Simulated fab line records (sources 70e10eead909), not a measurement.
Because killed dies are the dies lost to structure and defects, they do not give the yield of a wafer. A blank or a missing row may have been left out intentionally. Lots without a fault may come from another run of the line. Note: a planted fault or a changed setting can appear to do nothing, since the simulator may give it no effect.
Chamber matching + flow nandHarc + rieDiel-07 running NHARC_P_M1_STRIP_18: 4 sister chambers
The step strips in N2/H2. 8 wafers are shown with their chamber, then 11 later ones without.

## WAFERS WITH THEIR CHAMBER
| wafer  | chamber | drypumpMotorCurrentA (A) | oesProductAu (a.u.) |
|--------|---------|--------------------------|---------------------|
| L080.1 | 2       | 6.1                      | 0.982               |
| L081.2 | 1       | 5.9                      | 1.008               |
| L086.1 | 2       | 6.1                      | 0.985               |
| L086.4 | 0       | 5.6                      | 0.998               |
| L088.1 | 1       | 6.0                      | 1.000               |
| L088.3 | 0       | 5.6                      | 0.985               |
| L088.4 | 3       | 6.3                      | 1.013               |
| L090.1 | 3       | 6.3                      | 1.000               |

## WAFERS WHOSE CHAMBER IS MISSING
| wafer  | drypumpMotorCurrentA (A) | oesProductAu (a.u.) |
|--------|--------------------------|---------------------|
| L090.2 | 5.6                      | 0.995               |
| L090.4 | 6.1                      | 0.989               |
| L091.1 | 5.6                      | 1.000               |
| L091.3 | 6.0                      | 1.018               |
| L091.5 | 5.6                      | 1.000               |
| L094.1 | 6.1                      | 1.009               |
| L094.3 | 6.3                      | 0.994               |
| L094.5 | 6.3                      | 0.995               |
| L095.1 | 5.9                      | 1.002               |
| L095.4 | 6.1                      | 1.002               |
| L095.6 | 6.3                      | 1.001               |

## WHICH CHAMBER EACH ONE RAN IN
| wafer  | from the rows above     | in truth |
|--------|-------------------------|----------|
| L090.2 | 0                       | 0        |
| L090.4 | 2                       | 2        |
| L091.1 | 0                       | 0        |
| L091.3 | 1                       | 1        |
| L091.5 | 0                       | 0        |
| L094.1 | can't be placed: 2 or 1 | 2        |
| L094.3 | 3                       | 3        |
| L094.5 | 3                       | 3        |
| L095.1 | 1                       | 1        |
| L095.4 | can't be placed: 2 or 1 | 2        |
| L095.6 | 3                       | 3        |
Placed correctly: 9 of 11. Cannot be placed on the basis of these rows: 2; the candidates contain the true chamber in 2. Wrongly placed: 0.
How it was worked out, from the rows above alone: a wafer's distance from a chamber is the root of the sum, over the readings, of the square of ((its reading less the chamber's mean) divided by the reading's scatter). If the next closest chamber is less than 2 further off than the closest, the wafer can't be placed; otherwise it belongs to the closest. For every chamber, the mean is computed from those of its wafers that are shown. The scatter: take each reading less its chamber's mean, square it, sum over the shown wafers, divide by the number of wafers less the number of chambers, and take the root.
